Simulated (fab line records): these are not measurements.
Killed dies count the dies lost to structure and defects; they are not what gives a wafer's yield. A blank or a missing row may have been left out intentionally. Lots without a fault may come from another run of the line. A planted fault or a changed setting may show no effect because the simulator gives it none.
fab line records	flow n5Finfet
record: lots: 7	wafers: 39
route steps=1938 shown FIN_CUT@169 STI_FIN_REVEAL@190 DUMMY_GATE@237 GATE_CUT@477
startH: start of the lot's first displayed wafer, in hours after the record's first day	waitH: hours since the lot's step before	" unchanged from the row above	L1.1+2: a row that stands for several wafers	- either no value or no given start	* or withheld: withheld	< > ~ a bound
route shown NAME@n: NAME is a module with steps in the file, n the number in the route of the first one	usual: mean and standard deviation over wafers with no fault	same: alike in all rows	chamber/n: place in a boat	sites: each site's reading	_std_site: the values' standard deviation	_edge_site: inner sites' mean taken away from outer sites' mean	radiusMm: how far each site lies from the wafer's centre	mask NAME#n: copy n	behind: the last tool/chamber to shape the wafer	hold: reason for holding the lot/hours on hold/outcome of the hold	device: the n, p or np transistor that did not switch	end of line: the route-end tests of the same wafers	a step without rows: its recipe alone	killed: the dies lost at the first sort to structure and to defects; this is not the yield of the wafer	map: dies across one wafer; x = killed, . = not, _ = none there
set.NAME: the setting that was run; set.NAME@STEP: the one run at that earlier step	model.NAME: the simulator's own value behind a step, which no gauge read
one table per step and one row per wafer, for lots whose settings were changed on purpose
== steps ==
step: N5_FIN_CUT_ETCH_21
recipe: chemistry: N2/H2	target: SOC	targetDepthA: 2190	overetchA: 438	maskMaterial: SiARC	tempC: 40	ionEnergyEv: 100	biasW: 61	timeS: 523.5	pressureMtorr: 30	sourceW: 850	n2FlowSccm: 200	h2FlowSccm: 200
lot.wafer	tool	chamber	startH	waitH	set.timeS	model.SiARC_of_FIN_CUT_COAT_19.thkNm
L075.1+3	rieDiel-02	1,0	35.02	0.0	566.7	11.4
L075.2	"	2	"	"	523.5	11.6
L075.4	"	3	"	"	566.7	11
L075.5	"	0	"	"	523.5	12
L075.6	"	3	"	"	523.5	11.8
L081.1+5	rieDiel-06	3	70.12	0.0	523.5	12.2
L081.2+4	"	2,0	"	"	523.5	11.8
L081.3	"	1	"	"	523.5	11.6
L081.6	"	2	"	"	523.5	12
L082.1	rieDiel-02	0	75.81	0.0	646.8	10.2
L082.2+3	"	2,3	"	"	523.5	11.8
L082.4	"	1	"	"	646.8	10.6
L082.5	"	3	"	"	646.8	9.8
L082.6	"	0	"	"	523.5	12.2
L084.1	rieDiel-05	2	88.69	0.0	523.5	11.6
L084.2	"	1	"	"	645.2	9.6
L084.3	"	0	"	"	523.5	11.8
L084.4	"	3	"	"	523.5	12.2
L084.5	"	3	"	"	645.2	10.2
L084.6	"	0	"	"	645.2	9.8
L089.1	rieDiel-06	3	118.65	0.0	523.5	12.2
L089.2+4+5+6	"	1,2,1,0	"	"	523.5	11.8
L089.3	"	0	"	"	523.5	12
L092.1+5	rieDiel-05	0,1	135.80	0.0	523.5	11.6
L092.3	"	3	"	"	523.5	12
L097.1	rieDiel-05	3	164.47	0.0	434.5	13.6
L097.2+4	"	1,2	"	"	523.5	11.6
L097.3+6	"	0	"	"	434.5	13.2
L097.5	"	3	"	"	523.5	12.2
step: N5_STI_FIN_REVEAL_ETCHBACK_08
recipe: chemistry: C4F6/O2	target: SiO2	targetDepthA: 305	timeS: 10.167	ionEnergyEv: 250	pressureMtorr: 30	sourceW: 345	biasW: 185	Ar_flow_sccm: 300	C4F6_flow_sccm: 10	O2_flow_sccm: 10
lot.wafer	tool	chamber	startH	waitH	set.targetDepthA
L075.1+4+5	rieDiel-01	1,0,0	41.74	0.3	290.6
L075.2+3+6	"	2,3,3	"	"	305
L081.1+3+5	rieDiel-04	1,2,2	76.93	0.3	305
L081.2+4+6	"	3,0,1	"	"	321
L082.1+4+6	rieDiel-04	3,2,0	82.42	0.3	279.3
L082.2+3+5	"	0,2,3	"	"	305
L084.1+4+6	rieDiel-03	1,2,1	97.12	0.2	305
L084.2+3+5	"	3,0,0	"	"	316.6
L089.1+2+3+4+5+6	rieDiel-04	0,1,3,2,3,0	126.56	0.2	305
L092.1+3+5	rieDiel-03	3,2,3	142.59	0.2	305
L097.1+2+5	rieDiel-01	2,0,0	172.82	0.2	333.5
L097.3+4+6	"	3,2,3	"	"	305
step: N5_STI_FIN_REVEAL_OXIDATION_31
recipe: chemistry: O2_PLASMA_REMOTE	tempC: 150	timeS: 20	pressureMtorr: 1000	sourcePowerW: 2000	o2FlowSccm: 3000
lot.wafer	tool	chamber	startH	waitH	set.timeS
L075.1+2+3+4+5+6	plasmaAsher-02	0,1,1,0,0,1	44.15	0.0	20
L081.1+3+4	plasmaAsher-02	1,1,0	79.38	0.1	26.24
L081.2+5+6	"	0,1,0	"	"	20
L082.1+2+5	plasmaAsher-02	0,1,0	84.82	0.0	16.05
L082.3+4+6	"	0,1,1	"	"	20
L084.1+3+6	plasmaAsher-01	0,0,1	99.56	0.0	26.07
L084.2+4+5	"	1,1,0	"	"	20
L089.1+2+6	plasmaAsher-02	0,1,1	129.03	0.0	17.85
L089.3+4+5	"	0,1,0	"	"	20
L092.1+3+5	plasmaAsher-01	0	145.03	0.0	20
L097.1+2+3+4+5+6	plasmaAsher-01	1,0,0,1,0,1	175.23	0.0	20
step: N5_STI_FIN_REVEAL_PRECLEAN_32
recipe: chemistry: NF3:NH3	afsCycles: 1	tempC: 30	timeS: 20	sublimationTempC: 180	sublimationTimeS: 60	pressureTorr: 3	rfPowerW: 30
step: N5_STI_FIN_REVEAL_STRIP_35
recipe: chemistry: H3PO4	material: Si3N4	tempC: 165	targetDepthA: 40	timeS: 39
step: N5_STI_FIN_REVEAL_SRD_23
recipe: dry: ipaMarangoni	timeS: 30	tempC: 23	rinseLiquid: diw
step: N5_STI_FIN_REVEAL_FIN_H_MEAS_10
usual: trenchDepthNm: 51.9/0.66
lot.wafer	tool	chamber	startH	waitH	set.targetDepthA@STI_FIN_REVEAL_ETCHBACK_08	trenchDepthNm
L075.1	ocd-02	-	44.89	0.0	290.6	50.2
L075.2	"	-	"	"	305	51.6
L075.3	"	-	"	"	305	51.2
L075.4	"	-	"	"	290.6	50.9
L075.5	"	-	"	"	290.6	49.8
L075.6	"	-	"	"	305	51.4
L081.1	ocd-02	-	79.93	0.0	305	52.0
L081.2	"	-	"	"	321	53.5
L081.3	"	-	"	"	305	51.7
L081.4	"	-	"	"	321	52.8
L081.5	"	-	"	"	305	51.1
L081.6	"	-	"	"	321	54.1
L082.1	ocd-01	-	85.37	0.0	279.3	49.2
L082.2	"	-	"	"	305	51.5
L082.3	"	-	"	"	305	51.5
L082.4	"	-	"	"	279.3	49.6
L082.5	"	-	"	"	305	52.1
L082.6	"	-	"	"	279.3	49.3
L084.1	ocd-01	-	100.10	0.0	305	52.0
L084.2	"	-	"	"	316.6	52.2
L084.3	"	-	"	"	316.6	52.0
L084.4	"	-	"	"	305	51.7
L084.5	"	-	"	"	316.6	52.2
L084.6	"	-	"	"	305	52.0
L089.1	ocd-01	-	129.59	0.0	305	51.4
L089.2	"	-	"	"	305	52.6
L089.3	"	-	"	"	305	52.2
L089.4	"	-	"	"	305	51.6
L089.5	"	-	"	"	305	53.2
L089.6	"	-	"	"	305	52.3
L092.1	ocd-02	-	145.57	0.0	305	52.6
L092.3	"	-	"	"	305	52.7
L092.5	"	-	"	"	305	51.5
L097.1	ocd-01	-	175.79	0.0	333.5	54.9
L097.2	"	-	"	"	333.5	55.3
L097.3	"	-	"	"	305	53.5
L097.4	"	-	"	"	305	51.8
L097.5	"	-	"	"	333.5	55.8
L097.6	"	-	"	"	305	53.3
step: N5_DUMMY_GATE_ETCH_37
recipe: chemistry: N2/H2	target: SOC	targetDepthA: 600	overetchA: 300	tempC: 40	ionEnergyEv: 200	pressureMtorr: 30	sourceW: 840	biasW: 150	n2FlowSccm: 200	h2FlowSccm: 200
usual: rfVppV: 524.1/2
lot.wafer	tool	chamber	startH	waitH	set.sourceW	rfVppV
L075.1	rieDiel-06	0	53.73	0.0	840	521.7
L075.2	"	3	"	"	840	526.5
L075.3	"	1	"	"	840	522.7
L075.4	"	2	"	"	695.2	561.5
L075.5	"	0	"	"	695.2	555.2
L075.6	"	1	"	"	695.2	556.9
L081.1	rieDiel-02	2	88.88	0.0	840	522.5
L081.2	"	0	"	"	840	526.8
L081.3	"	3	"	"	840	523.1
L081.4	"	1	"	"	840	522.3
L081.5	"	2	"	"	840	525.2
L081.6	"	1	"	"	840	522.6
L082.1	rieDiel-05	1	97.35	0.0	957.3	503.8
L082.2	"	0	"	"	957.3	499.8
L082.3	"	3	"	"	840	522.5
L082.4	"	2	"	"	957.3	503.6
L082.5	"	3	"	"	840	523.0
L082.6	"	0	"	"	840	520.7
L084.1	rieDiel-06	0	109.76	0.0	840	523.0
L084.2	"	1	"	"	840	523.1
L084.3	"	2	"	"	840	526.7
L084.4	"	3	"	"	840	525.8
L084.5	"	3	"	"	840	525.2
L084.6	"	0	"	"	840	521.0
L089.1	rieDiel-05	0	138.57	0.0	840	522.1
L089.2	"	1	"	"	840	525.6
L089.3	"	3	"	"	840	523.0
L089.4	"	2	"	"	840	525.3
L089.5	"	2	"	"	840	526.4
L089.6	"	1	"	"	840	526.8
L092.1	rieDiel-06	0	155.03	0.0	840	521.7
L092.3	"	2	"	"	840	526.7
L092.5	"	0	"	"	840	521.4
L097.1	rieDiel-05	3	185.06	0.0	883.7	514.9
L097.2	"	0	"	"	883.7	513.2
L097.3	"	2	"	"	883.7	516.5
L097.4	"	1	"	"	840	524.9
L097.5	"	0	"	"	840	524.2
L097.6	"	3	"	"	840	522.9
step: N5_GATE_CUT_HM_DEP_46
recipe: material: SiO2	targetThkA: 1300	tempC: 400	precursor: TEOS/O2	pressureTorr: 6.5	rfW: 900	teosFlowSccm: 161.4	gas: O2	flowSccm: 2650	timeS: 26.6
lot.wafer	tool	chamber	startH	waitH	set.timeS	model.SiO2_of_GATE_CUT_HM_DEP_46.thkNm
L075.1	pecvd-02	2	88.85	0.0	30.15	142.8
L075.2+4	"	1,0	"	"	26.6	128.4
L075.3	"	0	"	"	30.15	143.2
L075.5	"	2	"	"	26.6	130.2
L075.6	"	1	"	"	30.15	146.2
L081.1+4	pecvd-02	1,2	126.58	0.0	26.6	128.2
L081.2	"	2	"	"	30.82	146
L081.3	"	0	"	"	30.82	144.6
L081.5	"	1	"	"	26.6	128.4
L081.6	"	0	"	"	30.82	147.4
L082.1	pecvd-02	0	134.30	0.0	25.44	120.8
L082.2	"	2	"	"	26.6	126.4
L082.3+4	"	1,0	"	"	25.44	122.4
L082.5	"	2	"	"	26.6	128
L082.6	"	1	"	"	26.6	130.4
L084.1	pecvd-03	2	146.67	0.0	26.6	127.4
L084.2	"	0	"	"	26.6	127.2
L084.3	"	0	"	"	26.6	131.2
L084.4+5	"	2	"	"	26.6	130.6
L084.6	"	0	"	"	26.6	130.8
L089.1	pecvd-03	2	175.07	0.0	29.86	145.2
L089.2	"	1	"	"	29.86	144
L089.3	"	0	"	"	26.6	130.4
L089.4	"	0	"	"	26.6	132
L089.5	"	2	"	"	29.86	149.4
L089.6	"	1	"	"	26.6	131
L092.1	pecvd-03	0	190.73	0.0	26.6	127.8
L092.3	"	2	"	"	26.6	128.4
L092.5	"	0	"	"	26.6	131.6
L097.1	pecvd-04	2	224.79	0.0	26.6	128.4
L097.2	"	1	"	"	26.6	126.6
L097.3	"	0	"	"	26.6	128.6
L097.4	"	0	"	"	26.6	131.8
L097.5	"	2	"	"	26.6	130.6
L097.6	"	1	"	"	26.6	128.8
step: N5_GATE_CUT_ETCH_37
recipe: chemistry: N2/H2	target: SOC	targetDepthA: 600	overetchA: 120	maskMaterial: SiARC	tempC: 40	timeS: 90	ionEnergyEv: 200	pressureMtorr: 30	sourceW: 840	biasW: 150	n2FlowSccm: 200	h2FlowSccm: 200
usual: rfVppV: 524.0/2.1
lot.wafer	tool	chamber	startH	waitH	set.biasW	rfVppV	model.SiARC_of_GATE_CUT_COAT_35.thkNm
L075.1	rieDiel-06	2	89.99	0.0	150	526.1	6
L075.2	"	1	"	"	150	525.0	6
L075.3	"	3	"	"	171	573.7	5.6
L075.4	"	0	"	"	171	567.9	5.2
L075.5	"	2	"	"	150	526.7	6
L075.6	"	1	"	"	171	568.0	5.2
L081.1	rieDiel-06	1	127.26	0.0	177.3	580.5	5
L081.2	"	2	"	"	177.3	585.2	5
L081.3	"	3	"	"	150	525.1	6.2
L081.4	"	0	"	"	150	522.0	6
L081.5	"	3	"	"	150	526.2	6.2
L081.6	"	0	"	"	177.3	579.0	5
L082.1	rieDiel-06	1	135.12	0.0	150	522.0	5.8
L082.2	"	3	"	"	150	527.1	6.2
L082.3	"	0	"	"	150	522.4	6
L082.4	"	2	"	"	150	526.8	6
L082.5	"	0	"	"	150	520.9	5.8
L082.6	"	1	"	"	150	523.1	5.8
L084.1	rieDiel-02	0	147.23	0.0	150	525.6	6
L084.2	"	1	"	"	175.1	575.4	5.4
L084.3	"	3	"	"	175.1	575.6	5
L084.4	"	2	"	"	175.1	576.8	5
L084.5	"	1	"	"	150	522.1	6.2
L084.6	"	2	"	"	150	523.4	5.8
L089.1	rieDiel-02	2	175.74	0.0	150	524.2	5.8
L089.2	"	0	"	"	135.9	494.5	6.6
L089.3	"	1	"	"	135.9	491.3	6.6
L089.4	"	1	"	"	135.9	490.0	6.6
L089.5	"	0	"	"	150	526.3	6
L089.6	"	2	"	"	150	523.9	5.8
L092.1	rieDiel-02	0	191.27	0.0	150	525.0	6
L092.3	"	2	"	"	150	524.6	5.8
L092.5	"	3	"	"	150	522.6	5.8
L097.1	rieDiel-05	2	225.46	0.0	130	478.4	6.4
L097.2	"	1	"	"	130	480.8	6.6
L097.3	"	0	"	"	150	522.3	6
L097.4	"	2	"	"	150	524.7	5.8
L097.5	"	1	"	"	150	525.6	5.8
L097.6	"	0	"	"	130	475.1	6.8
step: N5_GATE_CUT_STRIP_38
recipe: chemistry: N2/H2	tempC: 40	n2FlowSccm: 200	h2FlowSccm: 200	rfFrequencyHz: 6e+07
step: N5_GATE_CUT_STRIP_39
recipe: chemistry: N2/H2	tempC: 40	n2FlowSccm: 200	h2FlowSccm: 200	rfFrequencyHz: 6e+07
step: N5_GATE_CUT_HM_OPEN_40
recipe: chemistry: C4F6/O2	target: SiO2	maskMaterial: SiARC	targetDepthA: 1390	timeS: 85.1	ionEnergyEv: 250	pressureMtorr: 30	sourceW: 345	biasW: 185	Ar_flow_sccm: 300	C4F6_flow_sccm: 10	O2_flow_sccm: 10	ends: cleared
usual: etchRfOnTimeS: 93.7/2.3
lot.wafer	tool	chamber	startH	waitH	set.timeS@GATE_CUT_HM_DEP_46	etchRfOnTimeS	model.etch.depthNm	model.SOC_of_GATE_CUT_COAT_34.thkNm
L075.1	rieDiel-06	2	90.08	0.0	30.15	104.7	142.8	30.2
L075.2	"	1	"	"	26.6	92.2	128.4	33.6
L075.3	"	3	"	"	30.15	106.1	143.2	29.4
L075.4	"	0	"	"	26.6	91.8	128.3	33.8
L075.5	"	2	"	"	26.6	95.0	130.2	32.8
L075.6	"	1	"	"	30.15	105.1	146.2	29.8
L081.1	rieDiel-06	1	127.35	0.0	26.6	92.0	128.2	33.4
L081.2	"	2	"	"	30.82	106.3	146	29.4
L081.3	"	3	"	"	30.82	106.4	144.6	29.2
L081.4	"	0	"	"	26.6	91.7	128.2	33.4
L081.5	"	3	"	"	26.6	95.5	128.3	32.8
L081.6	"	0	"	"	30.82	105.7	147.5	29.6
L082.1	rieDiel-06	1	135.21	0.0	25.44	86.4	120.8	34.8
L082.2	"	3	"	"	26.6	93.6	126.5	32.8
L082.3	"	0	"	"	25.44	87.5	122.4	34.4
L082.4	"	2	"	"	25.44	88.2	122.5	34.2
L082.5	"	0	"	"	26.6	91.4	127.9	33.4
L082.6	"	1	"	"	26.6	93.1	130.3	32.8
L084.1	rieDiel-02	0	147.31	0.0	26.6	93.4	127.5	32.6
L084.2	"	1	"	"	26.6	94.3	127.2	33
L084.3	"	3	"	"	26.6	93.4	131.1	32.4
L084.4	"	2	"	"	26.6	94.0	130.6	32.2
L084.5	"	1	"	"	26.6	97.1	130.5	32.2
L084.6	"	2	"	"	26.6	94.1	130.7	32.4
L089.1	rieDiel-02	2	175.82	0.0	29.86	104.1	145.2	29.2
L089.2	"	0	"	"	29.86	106.0	144	29.2
L089.3	"	1	"	"	26.6	95.6	130.4	32.4
L089.4	"	1	"	"	26.6	95.9	132	32
L089.5	"	0	"	"	29.86	109.9	149.4	28
L089.6	"	2	"	"	26.6	93.3	131.1	32
L092.1	rieDiel-02	0	191.35	0.0	26.6	95.2	127.8	32.8
L092.3	"	2	"	"	26.6	92.6	128.4	32.8
L092.5	"	3	"	"	26.6	92.5	131.6	32.2
L097.1	rieDiel-05	2	225.54	0.0	26.6	90.5	128.4	33.4
L097.2	"	1	"	"	26.6	90.3	126.6	33.2
L097.3	"	0	"	"	26.6	91.7	128.6	33
L097.4	"	2	"	"	26.6	93.0	131.7	32.6
L097.5	"	1	"	"	26.6	93.4	130.6	32.2
L097.6	"	0	"	"	26.6	91.8	128.8	33
step: N5_GATE_CUT_STRIP_41
recipe: chemistry: CF4	resist: SiARC	powerW: 300	biasPowerW: 75	pressureMtorr: 50	cf4FlowSccm: 150	rfFrequencyHz: 6e+07
step: N5_GATE_CUT_STRIP_42
recipe: chemistry: O2	powerW: 400	tempC: 40	pressureMtorr: 30	rfFrequencyHz: 6e+07	biasPowerW: 0	overashFraction: 0.3	o2FlowSccm: 225
step: N5_GATE_CUT_SRD_52
recipe: dry: ipaMarangoni	timeS: 30	tempC: 23	rinseLiquid: diw
step: N5_GATE_CUT_ALD_22
recipe: material: SiNx	targetThkA: 160	tempC: 400	aldPrecursorFamily: SiH2I2	aldCoReactant: N2/H2-plasma	pulseTimeS: 1	aldCycles: 320	purgeTimeS: 2	coReactantPurgeTimeS: 2	pressureTorr: 2
step: N5_GATE_CUT_CMP_23
recipe: stopOn: SiO2	tOverpolishS: 23.4	postCmpClean: alkalineBrush	downForcePsi: 2.5	platenRpm: 51.8	padVelocityMS: 1.0307	targetThkNm: 16
lot.wafer	tool	chamber	startH	waitH	set.timeS@GATE_CUT_HM_DEP_46	model.SiO2_of_GATE_CUT_HM_DEP_46.thkNm
L075.2	cmp-01	0	95.46	3.0	26.6	103
L075.3	"	1	"	"	30.15	117.8
L075.1	"	2	"	"	30.15	117
L075.4	"	3	"	"	26.6	102.4
L075.6	"	0	"	"	30.15	120.4
L075.5	"	1	"	"	26.6	104.8
L081.4+5	cmp-01	3	129.51	0.8	26.6	102.6
L081.2	"	0	"	"	30.82	120.2
L081.3	"	1	"	"	30.82	118.8
L081.1	"	2	"	"	26.6	102.4
L081.6	"	0	"	"	30.82	121.6
L082.1	cmp-02	3	137.38	0.8	25.44	95
L082.4	"	0	"	"	25.44	96.6
L082.3	"	1	"	"	25.44	96.4
L082.2	"	2	"	"	26.6	100.6
L082.5	"	3	"	"	26.6	102
L082.6	"	0	"	"	26.6	104.4
L084.4+5	cmp-03	1,2	149.96	0.2	26.6	105
L084.3	"	2	"	"	26.6	105.6
L084.1	"	3	"	"	26.6	101.8
L084.2	"	0	"	"	26.6	101.6
L084.6	"	1	"	"	26.6	105.2
L089.4	cmp-01	1	177.98	0.0	26.6	106.4
L089.3	"	2	"	"	26.6	104.8
L089.2	"	3	"	"	29.86	118.2
L089.1	"	0	"	"	29.86	119.4
L089.5	"	1	"	"	29.86	123.6
L089.6	"	2	"	"	26.6	105.4
L092.1	cmp-01	3	193.68	0.8	26.6	102
L092.3	"	0	"	"	26.6	102.8
L092.5	"	2	"	"	26.6	105.8
L097.1	cmp-01	0	227.71	0.8	26.6	102.4
L097.2	"	1	"	"	26.6	101
L097.4	"	2	"	"	26.6	105.8
L097.3	"	3	"	"	26.6	102.8
L097.5	"	0	"	"	26.6	104.8
L097.6	"	1	"	"	26.6	103
step: N5_GATE_CUT_THK_MEAS_24
recipe: reads: SiO2_of_GATE_CUT_HM_DEP_46+SiO2_flowable_of_ILD0_FCVD_FILL_01
usual: GC_FILL_THK: 219.1/2.2
lot.wafer	tool	chamber	startH	waitH	set.timeS@GATE_CUT_HM_DEP_46	GC_FILL_THK[nm]
L075.1	filmMetro-01	-	95.75	-	30.15	231.6
L075.2	"	-	"	"	26.6	219.0
L075.3	"	-	"	"	30.15	233.1
L075.4	"	-	"	"	26.6	215.7
L075.5	"	-	"	"	26.6	219.1
L075.6	"	-	"	"	30.15	235.7
L081.1	filmMetro-02	-	129.81	-	26.6	215.7
L081.2	"	-	"	"	30.82	237.1
L081.3	"	-	"	"	30.82	233.0
L081.4	"	-	"	"	26.6	217.5
L081.5	"	-	"	"	26.6	217.1
L081.6	"	-	"	"	30.82	236.7
L082.1	filmMetro-01	-	137.67	-	25.44	210.3
L082.2	"	-	"	"	26.6	215.4
L082.3	"	-	"	"	25.44	212.3
L082.4	"	-	"	"	25.44	213.8
L082.5	"	-	"	"	26.6	217.3
L082.6	"	-	"	"	26.6	221.2
L084.1	filmMetro-02	-	150.25	-	26.6	217.5
L084.2	"	-	"	"	26.6	216.9
L084.3	"	-	"	"	26.6	220.9
L084.4	"	-	"	"	26.6	220.2
L084.5	"	-	"	"	26.6	220.4
L084.6	"	-	"	"	26.6	220.4
L089.1	filmMetro-02	-	178.28	-	29.86	234.2
L089.2	"	-	"	"	29.86	234.5
L089.3	"	-	"	"	26.6	220.6
L089.4	"	-	"	"	26.6	222.8
L089.5	"	-	"	"	29.86	239.0
L089.6	"	-	"	"	26.6	221.7
L092.1	filmMetro-01	-	193.90	-	26.6	217.4
L092.3	"	-	"	"	26.6	218.4
L092.5	"	-	"	"	26.6	220.5
L097.1	filmMetro-02	-	228.01	-	26.6	217.9
L097.2	"	-	"	"	26.6	216.6
L097.3	"	-	"	"	26.6	218.4
L097.4	"	-	"	"	26.6	220.5
L097.5	"	-	"	"	26.6	219.6
L097.6	"	-	"	"	26.6	219.4
step: N5_GATE_CUT_CMP_43
recipe: material: SiO2	postCmpClean: rinseOnly
lot.wafer	tool	chamber	startH	waitH	set.timeS@GATE_CUT_HM_DEP_46	model.SiO2_of_GATE_CUT_HM_DEP_46.thkNm
L075.3+1	cmp-03	1,3	95.78	0.0	30.15	5.6
L075.2+4+5	"	2,0,1	"	"	26.6	5
L075.6	"	2	"	"	30.15	5.8
L081.2+6	cmp-03	0,1	129.84	0.0	30.82	5.8
L081.4+1+5	"	1,3,0	"	"	26.6	5
L081.3	"	2	"	"	30.82	5.6
L082.1+3+4	cmp-03	0,1,2	137.70	0.0	25.44	4.6
L082.2+5	"	3,1	"	"	26.6	4.8
L082.6	"	0	"	"	26.6	5
L084.2+1	cmp-01	0,1	150.28	0.0	26.6	4.8
L084.4+3+6+5	"	2,3,0,1	"	"	26.6	5
L089.2	cmp-02	0	178.31	0.0	29.86	5.6
L089.4+3+6	"	1,3,1	"	"	26.6	5
L089.1	"	2	"	"	29.86	5.8
L089.5	"	0	"	"	29.86	6
L092.1	cmp-02	1	194.01	0.1	26.6	4.8
L092.3+5	"	3,0	"	"	26.6	5
L097.4+3+1+5+6	cmp-03	2,0,1,2,3	228.04	0.0	26.6	5
L097.2	"	3	"	"	26.6	4.8
== key ==
split: step: N5_FIN_CUT_ETCH_21	setting: timeS	stated: 523.5	by: wafer
response: step: N5_FIN_CUT_ETCH_21	reading: model.SiARC_of_FIN_CUT_COAT_19.thkNm	change: -0.0811	per: 1%	r: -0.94
split: step: N5_STI_FIN_REVEAL_ETCHBACK_08	setting: targetDepthA	stated: 305	by: wafer
response: step: N5_STI_FIN_REVEAL_FIN_H_MEAS_10	reading: trenchDepthNm	change: +0.265	per: 1%	r: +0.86
split: step: N5_STI_FIN_REVEAL_OXIDATION_31	setting: timeS	stated: 20	by: wafer
response none clear
split: step: N5_DUMMY_GATE_ETCH_37	setting: sourceW	stated: 840	by: wafer
response: step: N5_DUMMY_GATE_ETCH_37	reading: rfVppV	change: -1.76	per: 1%	r: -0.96
split: step: N5_GATE_CUT_HM_DEP_46	setting: timeS	stated: 26.6	by: wafer
response: step: N5_GATE_CUT_HM_DEP_46	reading: model.SiO2_of_GATE_CUT_HM_DEP_46.thkNm	change: +1.16	per: 1%	r: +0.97
response: step: N5_GATE_CUT_HM_OPEN_40	reading: etchRfOnTimeS	change: *	per: 1%	r: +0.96
response: step: N5_GATE_CUT_HM_OPEN_40	reading: model.etch.depthNm	change: +1.16	per: 1%	r: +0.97
response: step: N5_GATE_CUT_HM_OPEN_40	reading: model.SOC_of_GATE_CUT_COAT_34.thkNm	change: -0.26	per: 1%	r: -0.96
response: step: N5_GATE_CUT_CMP_23	reading: model.SiO2_of_GATE_CUT_HM_DEP_46.thkNm	change: +1.15	per: 1%	r: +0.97
response: step: N5_GATE_CUT_THK_MEAS_24	reading: GC_FILL_THK	change: +1.18	per: 1%	r: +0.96
response: step: N5_GATE_CUT_CMP_43	reading: model.SiO2_of_GATE_CUT_HM_DEP_46.thkNm	change: +0.0526	per: 1%	r: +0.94
split: step: N5_GATE_CUT_ETCH_37	setting: biasW	stated: 150	by: wafer
response: step: N5_GATE_CUT_ETCH_37	reading: rfVppV	change: +3.22	per: 1%	r: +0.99
response: step: N5_GATE_CUT_ETCH_37	reading: model.SiARC_of_GATE_CUT_COAT_35.thkNm	change: -0.057	per: 1%	r: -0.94
